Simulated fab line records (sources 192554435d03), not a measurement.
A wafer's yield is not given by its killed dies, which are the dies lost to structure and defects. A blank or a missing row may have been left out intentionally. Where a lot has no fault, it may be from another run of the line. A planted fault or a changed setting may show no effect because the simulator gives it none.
Which of the tools did it? + flow n5-finfet + 9 lots, 27 wafers sampled, at 5 steps of a route of 1938

== WHAT THE GAUGES SHOWED, per wafer ==
N5_BEOL_M4_RC_MEAS_101. Usual: DIBL_N 36.5 mV/V, standard deviation 2; DIBL_P 36.5 mV/V, standard deviation 2.3; IOFF_N 0.16 nA/um, standard deviation 0.036; IOFF_P 0.21 nA/um, standard deviation 0.037; ION_N 672 uA/um, standard deviation 12; ION_P 459 uA/um, standard deviation 7.1; SS_N 71.6 mV/dec, standard deviation 0.73; SS_P 73.4 mV/dec, standard deviation 0.76; VT_N 250 mV, standard deviation 3.3; VT_P -250.5 mV, standard deviation 2.9.
| lot  | measured     | on        | DIBL_N (mV/V)  | DIBL_P (mV/V)  | IOFF_N (nA/um) | IOFF_P (nA/um) | ION_N (uA/um) | ION_P (uA/um) | SS_N (mV/dec)  | SS_P (mV/dec)  | VT_N (mV)   | VT_P (mV)            | flag |
|------|--------------|-----------|----------------|----------------|----------------|----------------|---------------|---------------|----------------|----------------|-------------|----------------------|------|
| L112 | day 8 21:33  | prober-02 | 36.7 34.8 35.7 | 36.7 35.0 36.1 | 0.18 0.14 0.16 | 0.21 0.19 0.20 | 680 679 670   | 458 463 464   | 71.9 71.4 71.3 | 73.9 73.4 73.5 | 246 251 249 | -251.4 -252.9 -251.7 |      |
| L113 | day 9 07:25  | prober-01 | 40.0 40.9 35.9 | 39.5 41.1 34.9 | 0.23 0.25 0.14 | 0.28 0.32 0.19 | 695 679 657   | 472 457 451   | 72.2 72.4 71.0 | 74.4 74.7 73.1 | 246 245 251 | -246.4 -248.5 -251.8 |      |
| L114 | day 9 02:56  | prober-01 | 32.9 36.0 31.2 | 33.3 36.4 31.0 | 0.11 0.15 0.10 | 0.17 0.21 0.14 | 671 682 672   | 465 468 465   | 70.6 70.7 69.7 | 72.2 73.5 72.0 | 253 249 257 | -255.8 -247.8 -254.7 |      |
| L117 | day 10 11:02 | prober-01 | 36.7 34.2 36.2 | 35.7 33.3 34.4 | 0.15 0.12 0.14 | 0.18 0.16 0.17 | 670 660 665   | 459 451 450   | 70.9 70.6 70.7 | 73.6 72.8 73.2 | 249 252 250 | -253.0 -255.4 -252.7 |      |
| L122 | day 11 19:24 | prober-01 | 36.3 37.4 37.3 | 36.2 36.3 38.8 | 0.16 0.19 0.20 | 0.20 0.21 0.25 | 663 652 669   | 448 446 463   | 71.8 73.3 72.6 | 73.1 73.4 73.4 | 250 250 247 | -252.3 -249.7 -246.2 |      |
| L126 | day 12 16:20 | prober-01 | 36.3 36.5 36.8 | 34.2 35.2 35.0 | 0.15 0.15 0.15 | 0.18 0.19 0.19 | 670 683 663   | 454 465 453   | 71.7 71.3 72.0 | 73.4 73.0 73.7 | 251 248 254 | -254.5 -249.9 -252.3 |      |
| L128 | day 13 08:45 | prober-02 | 36.0 32.4 38.2 | 36.4 33.5 40.1 | 0.16 0.12 0.22 | 0.20 0.16 0.26 | 654 668 693   | 452 463 474   | 72.2 70.2 72.2 | 73.7 72.5 73.2 | 251 250 244 | -253.1 -252.6 -248.4 |      |
| L129 | day 13 10:04 | prober-02 | 36.7 38.1 38.2 | 36.8 38.8 38.9 | 0.15 0.17 0.17 | 0.20 0.23 0.23 | 670 669 676   | 454 459 459   | 71.4 71.5 72.2 | 73.5 73.9 73.0 | 253 249 250 | -255.1 -251.5 -251.6 |      |
| L130 | day 13 09:34 | prober-01 | 39.5 36.8 34.2 | 41.0 37.8 34.2 | 0.23 0.18 0.12 | 0.29 0.24 0.17 | 695 688 662   | 475 464 460   | 71.6 71.4 71.0 | 74.7 73.5 72.8 | 244 246 255 | -246.1 -246.8 -250.4 |      |

== WHICH TOOL RAN EACH LOT (tool, then ch and the chambers of the sampled wafers, then the start) ==
| lot  | N5_HKMG_FIN_CVD_62                      | N5_HKMG_FIN_PWFM_ALD_03            | N5_HKMG_FIN_ALD_91                 | N5_HKMG_FIN_ETCH_67               |
|------|-----------------------------------------|------------------------------------|------------------------------------|-----------------------------------|
| L112 | thermal-cvd-si-01 ch 0,1,2, day 4 18:29 | ald-metal-03 ch 0,1,2, day 4 19:12 | ald-metal-01 ch 1,2,3, day 4 20:59 | rie-diel-06 ch 0,2, day 4 22:23   |
| L113 | thermal-cvd-si-02 ch 0,2, day 5 00:55   | ald-metal-03 ch 0,1,3, day 5 01:38 | ald-metal-03 ch 0,2,3, day 5 03:25 | rie-diel-05 ch 0,1,3, day 5 05:02 |
| L114 | thermal-cvd-si-01 ch 0,2, day 5 09:26   | ald-metal-01 ch 2,3, day 5 10:30   | ald-metal-03 ch 0,2,3, day 5 12:24 | rie-diel-05 ch 0,3, day 5 13:53   |
| L117 | thermal-cvd-si-02 ch 0,1,2, day 6 06:51 | ald-metal-04 ch 0,1,2, day 6 07:34 | ald-metal-03 ch 1,2,3, day 6 09:56 | rie-diel-06 ch 1,2, day 6 11:25   |
| L122 | thermal-cvd-si-01 ch 0,1,2, day 7 09:28 | ald-metal-03 ch 0,2,3, day 7 10:13 | ald-metal-01 ch 2,3, day 7 12:16   | rie-diel-05 ch 1,2,3, day 7 13:43 |
| L126 | thermal-cvd-si-01 ch 1,2, day 8 06:56   | ald-metal-04 ch 0,1, day 8 07:39   | ald-metal-04 ch 0,2,3, day 8 09:49 | rie-diel-06 ch 2, day 8 11:29     |
| L128 | thermal-cvd-si-01 ch 0,2, day 8 19:30   | ald-metal-03 ch 0,1,3, day 8 20:14 | ald-metal-04 ch 0,1,3, day 8 22:08 | rie-diel-05 ch 0,1,3, day 8 23:35 |
| L129 | thermal-cvd-si-02 ch 0,2, day 9 02:13   | ald-metal-04 ch 1,3, day 9 02:55   | ald-metal-04 ch 0,2,3, day 9 04:42 | rie-diel-06 ch 0,2,3, day 9 06:10 |
| L130 | thermal-cvd-si-01 ch 0,1,2, day 9 08:16 | ald-metal-01 ch 0,2,3, day 9 09:01 | ald-metal-04 ch 0,1,2, day 9 10:55 | rie-diel-01 ch 0,1,2, day 9 12:25 |
- N5_HKMG_FIN_CVD_62: deposits a-Si from Si2H6, target thk 3 nm, time 20.8 s.
- N5_HKMG_FIN_PWFM_ALD_03: deposits TiN, target thk 2 nm, pulse time 1 s, purge time 3 s.
- N5_HKMG_FIN_ALD_91: deposits TiN, target thk 1 nm, pulse time 1 s, purge time 3 s.
- N5_HKMG_FIN_ETCH_67: etches SOC in N2/H2, stops on TiN, target depth 388.9 nm.

== WHAT THE TOOLS THEMSELVES READ (means of the sampled wafers that have a number; where no wafer has one, the mark that the record gives instead) ==
N5_HKMG_FIN_CVD_62. Usual: heater-power-w 1405 W, standard deviation 98; susceptor-temp-C 500.01 C, standard deviation 0.23.
| lot  | tool              | heater-power-w (W) | susceptor-temp-C (C) | flag |
|------|-------------------|--------------------|----------------------|------|
| L112 | thermal-cvd-si-01 | 1356               | 500.17               |      |
| L113 | thermal-cvd-si-02 | 1458               | 499.64               |      |
| L114 | thermal-cvd-si-01 | 1401               | 500.22               |      |
| L117 | thermal-cvd-si-02 | 1465               | 499.99               |      |
| L122 | thermal-cvd-si-01 | 1374               | 499.92               |      |
| L126 | thermal-cvd-si-01 | 1285               | 499.91               |      |
| L128 | thermal-cvd-si-01 | 1319               | 500.10               |      |
| L129 | thermal-cvd-si-02 | 1458               | 499.85               |      |
| L130 | thermal-cvd-si-01 | 1347               | 500.22               |      |

N5_HKMG_FIN_PWFM_ALD_03. Usual: heater-power-w 869 W, standard deviation 110; precursor-pulse-height-rel 1.000, standard deviation 0.019; susceptor-temp-C 400.02 C, standard deviation 0.22.
| lot  | tool         | heater-power-w (W) | precursor-pulse-height-rel | susceptor-temp-C (C) | flag |
|------|--------------|--------------------|----------------------------|----------------------|------|
| L112 | ald-metal-03 | 909                | 1.001                      | 400.19               |      |
| L113 | ald-metal-03 | 874                | 1.004                      | 399.69               |      |
| L114 | ald-metal-01 | 889                | 0.987                      | 400.14               |      |
| L117 | ald-metal-04 | 855                | 1.000                      | 399.96               |      |
| L122 | ald-metal-03 | 933                | 1.008                      | 400.09               |      |
| L126 | ald-metal-04 | 840                | 1.000                      | 400.12               |      |
| L128 | ald-metal-03 | 867                | 1.008                      | 399.99               |      |
| L129 | ald-metal-04 | 902                | 1.008                      | 400.21               |      |
| L130 | ald-metal-01 | 786                | 0.993                      | 399.81               |      |

N5_HKMG_FIN_ALD_91. Usual: heater-power-w 858 W, standard deviation 120; precursor-pulse-height-rel 1.001, standard deviation 0.02; susceptor-temp-C 399.99 C, standard deviation 0.21.
| lot  | tool         | heater-power-w (W) | precursor-pulse-height-rel | susceptor-temp-C (C) | flag |
|------|--------------|--------------------|----------------------------|----------------------|------|
| L112 | ald-metal-01 | 841                | 0.987                      | 400.00               |      |
| L113 | ald-metal-03 | 924                | 0.997                      | 400.13               |      |
| L114 | ald-metal-03 | 932                | 0.995                      | 400.08               |      |
| L117 | ald-metal-03 | 832                | 1.003                      | 399.70               |      |
| L122 | ald-metal-01 | 752                | 1.009                      | 400.07               |      |
| L126 | ald-metal-04 | 903                | 1.015                      | 400.05               |      |
| L128 | ald-metal-04 | 892                | 0.990                      | 400.07               |      |
| L129 | ald-metal-04 | 904                | 0.996                      | 400.21               |      |
| L130 | ald-metal-04 | 861                | 1.011                      | 399.87               |      |

N5_HKMG_FIN_ETCH_67. Usual: bias-w 61.00 W, standard deviation 0.2; drypump-motor-current-A 5.8 A, standard deviation 0.63; oes-product-au 0.77 a.u., standard deviation 0.08; rf-vpp-V 240.6 V, standard deviation 1.3; showerhead-plenum-p-Torr 2.53 Torr, standard deviation 0.085; throttle-valve-pct 17.83 %, standard deviation 0.18.
| lot  | tool        | bias-w (W) | drypump-motor-current-A (A) | oes-product-au (a.u.) | rf-vpp-V (V) | showerhead-plenum-p-Torr (Torr) | throttle-valve-pct (%) | flag |
|------|-------------|------------|-----------------------------|-----------------------|--------------|---------------------------------|------------------------|------|
| L112 | rie-diel-06 | 60.96      | 5.7                         | 0.83                  | 239.9        | 2.48                            | 17.65                  |      |
| L113 | rie-diel-05 | 61.04      | 6.0                         | 0.77                  | 240.9        | 2.52                            | 17.95                  |      |
| L114 | rie-diel-05 | 60.91      | 6.2                         | 0.72                  | 239.9        | 2.49                            | 17.97                  |      |
| L117 | rie-diel-06 | 61.04      | 5.6                         | 0.72                  | 241.5        | 2.57                            | 17.82                  |      |
| L122 | rie-diel-05 | 61.15      | 6.1                         | 0.78                  | 240.0        | 2.48                            | 17.90                  |      |
| L126 | rie-diel-06 | 61.06      | 5.3                         | 0.83                  | 240.6        | 2.48                            | 17.55                  |      |
| L128 | rie-diel-05 | 60.97      | 6.0                         | 0.73                  | 241.0        | 2.51                            | 18.01                  |      |
| L129 | rie-diel-06 | 61.07      | 5.5                         | 0.77                  | 240.2        | 2.45                            | 17.82                  |      |
| L130 | rie-diel-01 | 60.81      | 6.1                         | 0.81                  | 241.8        | 2.59                            | 17.78                  |      |

== THE ANSWER, worked out from the rows above alone ==
Rule: a lot is off if the mean of its wafers that have a number lies more than 3 standard deviations from the usual mean. A lot without any number at a reading at which 4 lots or more have one is off too. Where the step has rows for the other lots, those lots are counted as sound. First the gauges in route order, then the tools' own readings, where a lot's mean is used as printed above. The first step at which some lot is off is used, and at that step the reading that is off furthest; a lot without a number counts as furthest.
Nothing can be told from this: no lot is off at any reading shown.

== WHAT THE SIMULATOR HAD INSERTED ==
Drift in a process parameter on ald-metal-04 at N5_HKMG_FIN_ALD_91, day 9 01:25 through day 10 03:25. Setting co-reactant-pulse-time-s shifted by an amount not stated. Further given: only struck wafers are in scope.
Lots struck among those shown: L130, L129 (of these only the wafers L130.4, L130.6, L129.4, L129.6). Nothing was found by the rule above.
